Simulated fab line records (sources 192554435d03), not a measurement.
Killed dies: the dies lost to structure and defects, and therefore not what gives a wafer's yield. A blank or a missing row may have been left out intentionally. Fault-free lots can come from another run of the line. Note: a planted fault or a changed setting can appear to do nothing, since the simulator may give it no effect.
fab line records | flow n5-finfet
record: lots: 6 | wafers: 18 | last-day: 19
route steps=1938 shown FIN_SAQP@118 BEOL_M4@1111 PASSIVATION@1936
lots that met no fault: from a run of the same line without faults
start-h: hours from the record's first day to the start of the lot's first wafer shown | wait-h: how many hours have passed since the lot's step before this one | " identical to the entry in the row above | L1.1+2: a row that stands for several wafers | - no value present, or no start provided | * or withheld: withheld | < > ~ a bound
route shown NAME@n: NAME is a module with steps in the file, n the number in the route of the first one | usual: mean/standard deviation taken from wafers without a fault | same: alike in all rows | chamber/n: place in a boat | sites: readings site by site | _std_site: how widely they spread, as a standard deviation | _edge_site: inner sites' mean taken away from outer sites' mean | radius-mm: how far each site lies from the wafer's centre | mask NAME#n: copy n | behind: the tool/chamber that last shaped the wafer | hold: why the lot was held/for how many hours/how that ended | device: names the non-switching transistor (n, p or np) | end of line: tests of these same wafers at the route's end | a step with no rows: only its recipe | killed: count of dies lost to structure and defects at first sort (not the wafer's yield) | map: dies across one wafer; x = killed, . = not, _ = none there
set.NAME: the run value of the setting; set.NAME@STEP: its run value at that earlier step | model.NAME: the simulator's own value behind a step, which no gauge read
certain route steps with their lots: each step a table, each wafer a row
services: from which hour (start-h, from the record's first day; less than 0 if before it) a tool's chamber was out of use, for how many hours, and why
== steps ==
step: N5_FIN_SAQP_HM_OPEN_73
recipe: chemistry: CHF3/O2 | target: SiO2 | stop-on: a-Si | target-depth-a: 120 | over-etch-frac: 1.8 | mask-material: SOC | time-s: 16.8 | pressure-mtorr: 30 | source-w: 650 | bias-w: 170 | Ar_flow_sccm: 200 | CHF3_flow_sccm: 50 | O2_flow_sccm: 5 | ion-energy-ev: 200 | ends: end-point
usual: O2_flow_sccm: 4.999/0.016 | drypump-motor-current-A: 5.9/0.5 | oes-product-au: 0.46/0.047 | rf-vpp-V: 528/8.4 | showerhead-plenum-p-Torr: 2.39/0.078 | throttle-valve-pct: 18.88/0.25
lot.wafer | tool        | chamber | start-h | wait-h | O2_flow_sccm | drypump-motor-current-A | oes-product-au | rf-hours-counter-h | rf-vpp-V | showerhead-plenum-p-Torr | throttle-valve-pct
L989.2    | rie-diel-03 | 3       | 23.57   | 0.0    | 4.998        | 6.5                     | 0.46           | 154                | 522      | 2.49                     | 18.72
L989.4    | "           | 2       | "       | "      | 4.969        | 5.3                     | 0.50           | 68                 | 527      | 2.35                     | 18.44
L989.5    | "           | 3       | "       | "      | 5.015        | 6.5                     | 0.46           | -                  | 522      | 2.49                     | 18.72
L993.2    | rie-diel-01 | 0       | 46.78   | 0.0    | 5.012        | 6.4                     | 0.46           | 145                | 515      | 2.52                     | 19.09
L993.5    | "           | 2       | "       | "      | 5.003        | 6.6                     | 0.49           | -                  | 522      | 2.32                     | 19.07
L993.6    | "           | 1       | "       | "      | 5.000        | 5.8                     | 0.41           | -                  | 529      | 2.36                     | 19.19
L101.2    | rie-diel-01 | 2       | 94.93   | 0.0    | 4.995        | 6.6                     | 0.47           | 125                | 522      | 2.31                     | 19.07
L101.3    | "           | 3       | "       | "      | 5.003        | 5.9                     | 0.60           | 2                  | 523      | 2.38                     | 18.36
L101.4    | "           | 0       | "       | "      | 5.028        | 6.4                     | 0.44           | -                  | 513      | 2.51                     | 19.12
L103.2    | rie-diel-03 | 0       | 106.68  | 0.0    | 4.989        | 5.7                     | 0.42           | 200                | 525      | 2.30                     | 18.81
L103.4    | "           | 1       | "       | "      | 4.992        | 5.2                     | 0.43           | 229                | 528      | 2.48                     | 18.82
L103.5    | "           | 1       | "       | "      | 5.037        | 5.2                     | 0.42           | -                  | 528      | 2.48                     | 18.83
L110.1    | rie-diel-03 | 2       | 147.73  | 0.0    | 5.006        | 5.3                     | 0.47           | 109                | 530      | 2.34                     | 18.50
L110.3    | "           | 0       | "       | "      | 5.014        | 5.6                     | 0.42           | 213                | 525      | 2.30                     | 18.83
L110.4    | "           | 3       | "       | "      | 4.982        | 6.5                     | 0.44           | 196                | 521      | 2.48                     | 18.75
L111.1    | rie-diel-04 | 3       | 160.21  | 0.0    | 5.007        | 5.2                     | 0.43           | 231                | 544      | 2.29                     | 18.75
L111.3    | "           | 3       | "       | "      | 4.994        | 5.2                     | 0.42           | -                  | 543      | 2.29                     | 18.74
L111.6    | "           | 3       | "       | "      | 4.988        | 5.2                     | 0.43           | -                  | 541      | 2.29                     | 18.74
step: N5_FIN_SAQP_STRIP_74
recipe: chemistry: CHF3/O2 | resist: SiARC | rf-frequency-hz: 6e+07
step: N5_FIN_SAQP_MANDREL_ETCH_22
recipe: target-depth-a: 600 | chemistry: HBr/Cl2 | target: a-Si | stop-on: SiNx | bt-time-s: 10 | over-etch-frac: 0.5 | time-s: 30 | pressure-mtorr: 10 | icp-w: 800 | bias-w: 75 | HBr_flow_sccm: 150 | Cl2_flow_sccm: 80 | ends: end-point
usual: drypump-motor-current-A: 5.8/0.44 | oes-product-au: 0.772/0.017 | throttle-valve-pct: 35.4/0.34
lot.wafer | tool      | chamber | start-h | wait-h | drypump-motor-current-A | oes-product-au | rf-hours-counter-h | throttle-valve-pct
L989.2    | rie-si-01 | 2       | 23.65   | 0.0    | 5.5                     | 0.771          | 87                 | 35.8
L989.4    | "         | 0       | "       | "      | 6.2                     | 0.780          | 182                | 35.6
L989.5    | "         | 2       | "       | "      | 5.5                     | 0.775          | -                  | 35.8
L993.2    | rie-si-04 | 2       | 46.86   | 0.0    | 5.8                     | 0.791          | 109                | 35.0
L993.5    | "         | 0       | "       | "      | 5.7                     | 0.788          | -                  | 35.0
L993.6    | "         | 1       | "       | "      | 5.7                     | 0.744          | -                  | 35.4
L101.2    | rie-si-04 | 1       | 95.02   | 0.0    | 5.7                     | 0.740          | 44                 | 35.4
L101.3    | "         | 0       | "       | "      | 5.7                     | 0.775          | 40                 | 35.0
L101.4    | "         | 3       | "       | "      | 5.6                     | 0.774          | 131                | 36.1
L103.2    | rie-si-05 | 3       | 106.77  | 0.0    | 6.1                     | 0.787          | 93                 | 35.2
L103.4    | "         | 0       | "       | "      | 5.1                     | 0.790          | 55                 | 35.0
L103.5    | "         | 3       | "       | "      | 6.1                     | 0.782          | -                  | 35.1
L110.1    | rie-si-05 | 3       | 147.82  | 0.0    | 6.1                     | 0.781          | 94                 | 35.2
L110.3    | "         | 2       | "       | "      | 6.6                     | 0.755          | 129                | 35.7
L110.4    | "         | 0       | "       | "      | 5.1                     | 0.767          | 56                 | 35.1
L111.1    | rie-si-05 | 0       | 160.33  | 0.0    | 5.0                     | 0.781          | 56                 | 35.1
L111.3    | "         | 1       | "       | "      | 5.3                     | 0.787          | 75                 | 35.6
L111.6    | "         | 1       | "       | "      | 5.2                     | 0.792          | -                  | 35.6
step: N5_FIN_SAQP_STRIP_55
recipe: chemistry: N2/H2 | power-w: 500 | temp-c: 40 | pressure-mtorr: 50 | rf-frequency-hz: 6e+07 | overash-fraction: 0.3 | bias-power-w: 28 | h2-frac: 0.5 | n2-flow-sccm: 300 | h2-flow-sccm: 300
usual: drypump-motor-current-A: 5.9/0.49 | oes-product-au: 0.76/0.086 | rf-vpp-V: 121.6/1.3 | showerhead-plenum-p-Torr: 3.32/0.11 | temp-c: 39.99/0.11 | throttle-valve-pct: 19.0/0.44
same: overash-fraction: 0.3
lot.wafer | tool        | chamber | start-h | wait-h | drypump-motor-current-A | oes-product-au | rf-hours-counter-h | rf-vpp-V | showerhead-plenum-p-Torr | temp-c | throttle-valve-pct
L989.2    | rie-diel-01 | 0       | 23.75   | 0.1    | 6.4                     | 0.75           | 136                | 124.0    | 3.48                     | 40.13  | 19.0
L989.4    | "           | 1       | "       | "      | 5.8                     | 0.68           | 226                | 122.1    | 3.32                     | 40.09  | 19.1
L989.5    | "           | 1       | "       | "      | 5.8                     | 0.68           | -                  | 121.0    | 3.32                     | 39.98  | 19.1
L993.2    | rie-diel-04 | 3       | 46.96   | 0.1    | 5.2                     | 0.74           | 184                | 123.2    | 3.20                     | 39.97  | 18.5
L993.5    | "           | 3       | "       | "      | 5.2                     | 0.74           | -                  | 121.6    | 3.20                     | 39.81  | 18.6
L993.6    | "           | 2       | "       | "      | 5.6                     | 0.76           | -                  | 123.8    | 3.22                     | 39.92  | 19.2
L101.2    | rie-diel-01 | 2       | 95.12   | 0.1    | 6.6                     | 0.80           | 125                | 122.3    | 3.24                     | 40.02  | 19.7
L101.3    | "           | 0       | "       | "      | 6.4                     | 0.74           | 166                | 123.7    | 3.47                     | 40.04  | 19.0
L101.4    | "           | 2       | "       | "      | 6.6                     | 0.78           | -                  | 121.8    | 3.24                     | 39.87  | 19.7
L103.2    | rie-diel-04 | 1       | 106.87  | 0.1    | 6.4                     | 0.68           | 230                | 122.8    | 3.46                     | 40.02  | 19.2
L103.4    | "           | 1       | "       | "      | 6.4                     | 0.68           | -                  | 122.2    | 3.46                     | 39.95  | 19.2
L103.5    | "           | 3       | "       | "      | 5.2                     | 0.71           | -                  | 120.5    | 3.18                     | 39.94  | 18.6
L110.1    | rie-diel-03 | 3       | 148.03  | 0.2    | 6.5                     | 0.72           | 196                | 123.6    | 3.48                     | 40.26  | 19.2
L110.3    | "           | 1       | "       | "      | 5.2                     | 0.69           | 240                | 121.9    | 3.45                     | 40.02  | 19.0
L110.4    | "           | 0       | "       | "      | 5.7                     | 0.70           | 214                | 122.7    | 3.22                     | 39.81  | 19.1
L111.1    | rie-diel-04 | 3       | 160.43  | 0.1    | 5.2                     | 0.71           | 231                | 119.2    | 3.17                     | 39.98  | 18.6
L111.3    | "           | 3       | "       | "      | 5.2                     | 0.70           | -                  | 122.1    | 3.17                     | 39.88  | 18.6
L111.6    | "           | 3       | "       | "      | 5.2                     | 0.69           | -                  | 121.5    | 3.17                     | 40.14  | 18.6
step: N5_FIN_SAQP_STRIP_23
recipe: chemistry: SPM | time-s: 750 | temp-c: 130 | h2so4-h2o2-vol-ratio: 4
step: N5_FIN_SAQP_SRD_66
recipe: dry: ipa-marangoni | time-s: 30 | temp-c: 23 | rinse-liquid: diw
step: N5_FIN_SAQP_RECESS_75
recipe: chemistry: HF/NH3 | target: SiO2 | target-depth-a: 144 | afs-cycles: 3 | temp-c: 30 | sublimation-temp-c: 180 | sublimation-time-s: 60
usual: drypump-motor-current-A: 6.23/0.25 | temp-c: 30.00/0.097
lot.wafer | tool          | chamber | start-h | wait-h | drypump-motor-current-A | temp-c
L989.2    | vapor-etch-01 | 1       | 24.07   | 0.0    | 6.62                    | 30.07
L989.4    | "             | 1       | "       | "      | 6.64                    | 29.99
L989.5    | "             | 0       | "       | "      | 5.95                    | 29.84
L993.2    | vapor-etch-01 | 1       | 47.28   | 0.0    | 6.60                    | 29.80
L993.5    | "             | 1       | "       | "      | 6.61                    | 30.04
L993.6    | "             | 0       | "       | "      | 5.93                    | 29.94
L101.2    | vapor-etch-02 | 1       | 95.45   | 0.0    | 6.20                    | 30.16
L101.3    | "             | 0       | "       | "      | 6.13                    | 30.02
L101.4    | "             | 1       | "       | "      | 6.20                    | 29.96
L103.2    | vapor-etch-02 | 1       | 107.21  | 0.0    | 6.17                    | 30.02
L103.4    | "             | 0       | "       | "      | 6.15                    | 29.90
L103.5    | "             | 0       | "       | "      | 6.16                    | 29.99
L110.1    | vapor-etch-02 | 1       | 148.36  | 0.0    | 6.17                    | 30.02
L110.3    | "             | 1       | "       | "      | 6.17                    | 30.16
L110.4    | "             | 0       | "       | "      | 6.14                    | 29.84
L111.1    | vapor-etch-01 | 1       | 160.77  | 0.0    | 6.63                    | 30.12
L111.3    | "             | 1       | "       | "      | 6.59                    | 29.92
L111.6    | "             | 0       | "       | "      | 5.95                    | 29.98
step: N5_FIN_SAQP_SPACER1_ALD_24
recipe: material: SiO2 | target-thk-a: 203 | temp-c: 300 | ald-precursor-family: BDEAS | ald-co-reactant: O2-plasma | pulse-time-s: 1 | purge-time-s: 2 | co-reactant-purge-time-s: 2 | ald-cycles: 218 | pressure-torr: 2
usual: heater-power-w: 494/47 | precursor-pulse-height-rel: 0.997/0.02
same: ald-cycles: 218 | co-reactant-purge-time-s: 2 | pulse-time-s: 1
lot.wafer | tool       | chamber | start-h | wait-h | heater-power-w | precursor-pulse-height-rel
L989.2    | ald-sin-02 | 1       | 25.19   | 1.0    | 447            | 0.994
L989.4    | "          | 0       | "       | "      | 450            | 0.994
L989.5    | "          | 2       | "       | "      | 464            | 0.996
L993.2    | ald-sin-01 | 3       | 48.04   | 0.6    | 534            | 0.986
L993.5    | "          | 3       | "       | "      | 556            | 0.997
L993.6    | "          | 0       | "       | "      | 611            | 1.022
L101.2    | ald-sin-03 | 2       | 97.13   | 1.6    | 478            | 0.986
L101.3    | "          | 0       | "       | "      | 539            | 1.013
L101.4    | "          | 1       | "       | "      | 490            | 1.005
L103.2    | ald-sin-01 | 3       | 107.59  | 0.3    | 500            | 1.001
L103.4    | "          | 0       | "       | "      | 627            | 0.984
L103.5    | "          | 2       | "       | "      | 453            | 0.985
L110.1    | ald-sin-01 | 2       | 148.74  | 0.3    | 457            | 1.031
L110.3    | "          | 3       | "       | "      | 504            | 1.009
L110.4    | "          | 1       | "       | "      | 507            | 0.982
L111.1    | ald-sin-03 | 2       | 161.15  | 0.3    | 471            | 0.981
L111.3    | "          | 1       | "       | "      | 462            | 0.995
L111.6    | "          | 3       | "       | "      | 501            | 0.976
step: N5_FIN_SAQP_SPACER1_ETCHBACK_25
recipe: chemistry: CHF3/O2 | mode: anisotropic-etchback | target: SiO2 | target-depth-a: 244 | time-s: 12.2 | pressure-mtorr: 30 | source-w: 650 | bias-w: 170 | Ar_flow_sccm: 200 | CHF3_flow_sccm: 50 | O2_flow_sccm: 5 | ion-energy-ev: 200
step: N5_FIN_SAQP_MANDREL1_REMOVE_56
recipe: chemistry: HBr/Cl2/O2 | bt-time-s: 10 | target: a-Si | stop-on: SiNx | endpoint: OES-SiCl | over-etch-frac: 1 | icp-w: 600 | bias-w: 22 | HBr_flow_sccm: 150 | Cl2_flow_sccm: 80 | O2_flow_sccm: 5 | pressure-mtorr: 10
step: N5_FIN_SAQP_CD_MEAS_27
recipe: target-cd-nm: 20 | landing-energy-ev: 1000 | detector: se-inlens | polarity: line
usual: cd-nm: 20.29/0.23
lot.wafer | tool      | chamber | start-h | wait-h | cd-nm
L989.2    | cd-sem-01 | 0       | 26.28   | 0.1    | 19.72
L989.4    | "         | 0       | "       | "      | 20.54
L989.5    | "         | 0       | "       | "      | 20.08
L993.2    | cd-sem-03 | 0       | 48.96   | 0.1    | 20.56
L993.5    | "         | 0       | "       | "      | 20.13
L993.6    | "         | 0       | "       | "      | 19.93
L101.2    | cd-sem-01 | 0       | 98.10   | 0.1    | 20.12
L101.3    | "         | 0       | "       | "      | 20.20
L101.4    | "         | 0       | "       | "      | 19.94
L103.2    | cd-sem-02 | 0       | 108.51  | 0.1    | 20.59
L103.4    | "         | 0       | "       | "      | 19.78
L103.5    | "         | 0       | "       | "      | 20.32
L110.1    | cd-sem-02 | 0       | 149.66  | 0.1    | 20.38
L110.3    | "         | 0       | "       | "      | 20.62
L110.4    | "         | 0       | "       | "      | 20.11
L111.1    | cd-sem-02 | 0       | 162.10  | 0.1    | 20.39
L111.3    | "         | 0       | "       | "      | 19.96
L111.6    | "         | 0       | "       | "      | 19.96
step: N5_FIN_SAQP_ETCH_57
recipe: chemistry: CH3F/O2 | target: SiNx | mask-material: SiO2 | target-depth-a: 325 | time-s: 46.4 | pressure-mtorr: 30 | source-w: 395 | bias-w: 73 | Ar_flow_sccm: 150 | CH3F_flow_sccm: 30 | O2_flow_sccm: 20 | ion-energy-ev: 120 | ends: cleared
step: N5_FIN_SAQP_ETCH_65
recipe: chemistry: CF4 | target: SiO2 | target-depth-a: 40 | ion-energy-ev: 350 | time-s: 4.4 | pressure-mtorr: 10 | icp-w: 800 | bias-w: 400 | cf4-flow-sccm: 80
usual: drypump-motor-current-A: 5.8/0.45 | oes-product-au: 1.003/0.023 | throttle-valve-pct: 21.78/0.24
lot.wafer | tool      | chamber | start-h | wait-h | drypump-motor-current-A | oes-product-au | rf-hours-counter-h | throttle-valve-pct | model.etch.depth-nm
L989.2    | rie-si-05 | 1       | 26.44   | 0.1    | 5.2                     | 1.002          | 73                 | 21.90              | 3.846
L989.4    | "         | 0       | "       | "      | 5.1                     | 1.046          | 53                 | 21.59              | 4.141
L989.5    | "         | 2       | "       | "      | 6.5                     | 0.987          | -                  | 22.09              | 3.931
L993.2    | rie-si-04 | 3       | 49.11   | 0.1    | 5.6                     | 1.035          | 131                | 22.15              | 4.103
L993.5    | "         | 3       | "       | "      | 5.6                     | 1.040          | -                  | 22.15              | 4.142
L993.6    | "         | 2       | "       | "      | 5.8                     | 1.004          | -                  | 21.81              | 3.905
L101.2    | rie-si-05 | 0       | 98.26   | 0.1    | 5.1                     | 1.032          | 55                 | 21.58              | 3.7
L101.3    | "         | 3       | "       | "      | 6.1                     | 1.033          | 93                 | 21.70              | 3.648
L101.4    | "         | 1       | "       | "      | 5.2                     | 1.012          | 74                 | 21.89              | 3.486
L103.2    | rie-si-05 | 1       | 108.67  | 0.1    | 5.2                     | 1.010          | 74                 | 21.88              | 3.466
L103.4    | "         | 3       | "       | "      | 6.1                     | 1.030          | 93                 | 21.72              | 3.65
L103.5    | "         | 2       | "       | "      | 6.6                     | 0.984          | -                  | 22.08              | 3.54
L110.1    | rie-si-01 | 3       | 149.81  | 0.1    | 5.5                     | 0.961          | 56                 | 21.22              | 3.906
L110.3    | "         | 1       | "       | "      | 6.2                     | 0.978          | 65                 | 21.65              | 4.036
L110.4    | "         | 2       | "       | "      | 5.5                     | 0.997          | 89                 | 21.83              | 3.957
L111.1    | rie-si-01 | 3       | 162.30  | 0.1    | 5.5                     | 0.968          | 56                 | 21.22              | 3.865
L111.3    | "         | 0       | "       | "      | 6.3                     | 1.005          | 185                | 21.95              | 4.032
L111.6    | "         | 3       | "       | "      | 5.5                     | 0.958          | -                  | 21.22              | 3.86
step: N5_FIN_SAQP_MANDREL_ETCH_58
recipe: chemistry: HBr/Cl2 | target: a-Si | target-depth-a: 450 | bt-time-s: 10 | stop-on: SiNx | mask-material: SiO2 | over-etch-frac: 0.8 | time-s: 27 | pressure-mtorr: 10 | icp-w: 800 | bias-w: 75 | HBr_flow_sccm: 150 | Cl2_flow_sccm: 80 | ends: end-point
step: N5_BEOL_M4_RC_MEAS_101
usual: DIBL_N: 35.8/1.7 | DIBL_P: 35.3/2 | IOFF_N: 0.150/0.026 | IOFF_P: 0.194/0.029 | ION_N: 667/11 | ION_P: 456/7.1 | SS_N: 71.4/0.65 | SS_P: 73.1/0.64 | VT_N: 251/3 | VT_P: -252/3.2
lot.wafer | tool      | chamber | start-h | wait-h | DIBL_N[mV/V] | DIBL_P[mV/V] | IOFF_N[nA/um] | IOFF_P[nA/um] | ION_N[uA/um] | ION_P[uA/um] | SS_N[mV/dec] | SS_P[mV/dec] | VT_N[mV] | VT_P[mV]
L989.2    | prober-01 | 0       | 210.04  | 0.2    | 36.3         | 37.0         | 0.139         | 0.193         | 659          | 454          | 70.9         | 72.5         | 255      | -252
L989.4    | "         | 0       | "       | "      | 36.9         | 38.1         | 0.167         | 0.215         | 672          | 456          | 72.6         | 73.2         | 248      | -252
L989.5    | "         | 0       | "       | "      | 35.6         | 36.1         | 0.132         | 0.178         | 655          | 449          | 71.1         | 72.9         | 253      | -255
L993.2    | prober-02 | 0       | 244.41  | 0.2    | 37.8         | 36.6         | 0.176         | 0.210         | 681          | 463          | 71.4         | 73.4         | 250      | -248
L993.5    | "         | 0       | "       | "      | 37.0         | 35.5         | 0.159         | 0.197         | 662          | 454          | 71.0         | 72.3         | 248      | -251
L993.6    | "         | 0       | "       | "      | 37.0         | 36.2         | 0.160         | 0.199         | 673          | 455          | 72.0         | 73.4         | 251      | -251
L101.2    | prober-02 | 0       | 307.86  | 0.5    | 32.2         | 31.2         | 0.094         | 0.144         | 642          | 448          | 69.7         | 73.1         | 258      | -255
L101.3    | "         | 0       | "       | "      | 35.7         | 34.7         | 0.144         | 0.189         | 657          | 452          | 71.3         | 74.0         | 254      | -253
L101.4    | "         | 0       | "       | "      | 35.0         | 34.3         | 0.144         | 0.187         | 670          | 459          | 71.2         | 73.2         | 251      | -253
L103.2    | prober-01 | 0       | 317.83  | 0.2    | 37.3         | 35.9         | 0.184         | 0.223         | 687          | 468          | 71.8         | 73.1         | 247      | -251
L103.4    | "         | 0       | "       | "      | 38.2         | 34.3         | 0.182         | 0.198         | 672          | 448          | 72.7         | 73.5         | 250      | -253
L103.5    | "         | 0       | "       | "      | 39.5         | 36.2         | 0.226         | 0.231         | 674          | 453          | 72.9         | 73.8         | 246      | -248
L110.1    | prober-01 | 0       | 344.16  | 0.0    | 36.8         | 37.6         | 0.154         | 0.215         | 668          | 459          | 71.5         | 73.2         | 251      | -251
L110.3    | "         | 0       | "       | "      | 36.1         | 36.8         | 0.144         | 0.207         | 670          | 464          | 71.6         | 73.1         | 250      | -251
L110.4    | "         | 0       | "       | "      | 37.6         | 37.2         | 0.186         | 0.212         | 668          | 453          | 72.7         | 73.5         | 248      | -252
L111.1    | prober-02 | 0       | 347.58  | 0.0    | 36.7         | 35.5         | 0.155         | 0.222         | 672          | 466          | 71.4         | 73.3         | 251      | -249
L111.3    | "         | 0       | "       | "      | 37.9         | 36.6         | 0.179         | 0.236         | 676          | 468          | 71.4         | 74.4         | 248      | -250
L111.6    | "         | 0       | "       | "      | 38.9         | 37.1         | 0.201         | 0.247         | 681          | 461          | 71.9         | 73.6         | 247      | -248
step: N5_PASSIVATION_PROBE_49
usual: defect-limited-yield: 91.5/1.4 | killed_at_M0_to_M3: 34/11 | killed_at_M4_up: 15/6 | killed-at-contacts: 11/5.9 | killed-at-front-end: 37/11 | killed-at-other: 3.6/2.9 | killed-dies: 101/17 | killed-open: 66/12 | killed-short: 33/7.8 | sort_bin_5_function: 5.0/0.97 | sort_bin_6_memory: 3.2/0.65 | sort_bin_8_speed: 0.02/0.2 | sort-n-pass: 1079/17 | sort-yield-pct: 91.4/1.4
same: gross-dies: 1180 | killed-at-back-side: 0 | sort_bin_4_leakage[%]: 0
lot.wafer | tool      | chamber | start-h | wait-h | defect-limited-yield[%] | killed_at_M0_to_M3 | killed_at_M4_up | killed-at-contacts | killed-at-front-end | killed-at-other | killed-dies | killed-open | killed-short | sort_bin_5_function[%] | sort_bin_6_memory[%] | sort_bin_8_speed[%] | sort-n-pass | sort-yield-pct[%]
L111.1    | prober-02 | -       | 461.95  | 0.0    | 92.4                    | 20                 | 8               | 11                 | 48                  | 3               | 90          | 59          | 31           | 3.7                    | 3.5                  | 0                   | 1090        | 92.4
L111.3    | prober-02 | -       | 462.05  | 0.1    | 89.8                    | 38                 | 8               | 15                 | 52                  | 7               | 120         | 76          | 41           | 5.7                    | 4.2                  | 0                   | 1060        | 89.8
L111.6    | prober-02 | -       | 462.20  | 0.3    | 92.8                    | 22                 | 12              | 16                 | 33                  | 2               | 85          | 54          | 28           | 4.1                    | 2.9                  | 0                   | 1095        | 92.8
killed by level:class
L111.1 STI_FIN_REVEAL:geometric-particle:open=11 FIN_SAQP:geometric-particle:open=9 FIN_SAQP:geometric-particle:short=8 MOL_CONTACT_COAG:geometric-particle:open=8 BEOL_M0_SAQP:geometric-particle:open=8 GATE_CUT:geometric-particle:open=5 STI_FIN_REVEAL:geometric-particle:short=4 GATE_CUT:geometric-particle:short=3
L111.3 FIN_SAQP:geometric-particle:open=16 MOL_CONTACT_COAG:geometric-particle:open=13 BEOL_M3:geometric-particle:open=12 FIN_SAQP:geometric-particle:short=10 STI_FIN_REVEAL:geometric-particle:open=10 GATE_CUT:geometric-particle:short=6 BEOL_M3:geometric-particle:short=6 BEOL_M0_SAQP:geometric-particle:short=5
L111.6 MOL_CONTACT_COAG:geometric-particle:open=12 FIN_SAQP:geometric-particle:short=8 FIN_SAQP:geometric-particle:open=5 BEOL_M3:geometric-particle:open=5 BEOL_M4:geometric-particle:open=5 DUMMY_GATE:geometric-particle:open=4 STI_FIN_REVEAL:geometric-particle:open=3 BEOL_M0_SAQP:geometric-particle:open=3
== services ==
tool        | chamber | start-h | hours | kind
rie-si-01   | 0       | 1.77    | 15.4  | repair
rie-diel-03 | -       | 2.20    | 0.9   | repair
rie-si-05   | -       | 3.06    | 0.2   | repair
ald-sin-02  | 1       | 7.42    | 4.1   | repair
rie-si-05   | 1       | 31.52   | 5.2   | repair
rie-diel-01 | 3       | 67.27   | -     | clean
rie-diel-01 | 3       | 67.27   | -     | consumable-replace:focus-ring
rie-diel-01 | 3       | 67.27   | 21.9  | scheduled-down
rie-diel-01 | 3       | 67.27   | 21.9  | vent-cycle
ald-sin-03  | 3       | 76.15   | 22.1  | repair
ald-sin-03  | -       | 78.53   | 14.6  | pm
ald-sin-02  | 0       | 78.91   | 3.3   | repair
ald-sin-01  | -       | 85.61   | 14.0  | pm
rie-diel-03 | 3       | 86.91   | 5.4   | repair
rie-diel-01 | 1       | 89.16   | -     | clean
rie-diel-01 | 1       | 89.16   | -     | consumable-replace:focus-ring
rie-diel-01 | 1       | 89.16   | 14.5  | scheduled-down
rie-diel-01 | 1       | 89.16   | 14.5  | vent-cycle
rie-diel-01 | 0       | 100.51  | 13.7  | repair
rie-diel-04 | 2       | 110.41  | 45.9  | repair
rie-diel-04 | -       | 115.75  | 0.4   | repair
ald-sin-03  | 3       | 135.05  | 4.0   | repair
rie-si-04   | 0       | 136.64  | 1.9   | repair
rie-diel-04 | 0       | 159.67  | 9.2   | repair
== key ==
first-sign none at tools or gauges
model-effect: step: N5_FIN_SAQP_ETCH_65 | value: etch.depth-nm | without: 3.948 | struck: 3.582
met-at N5_FIN_SAQP_ETCH_65
struck-wafers L101.2,L101.3,L101.4,L103.2,L103.4,L103.5
onset-between 26.44 98.26
fault: kind: process-parameter-drift | tool: rie-si-05 | chamber: - | onset-h: 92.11 | steps: N5_FIN_SAQP_ETCH_65 | channel: time-s | offset: * | shape: step | end-h: 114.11 | acts-in: * | stated: *
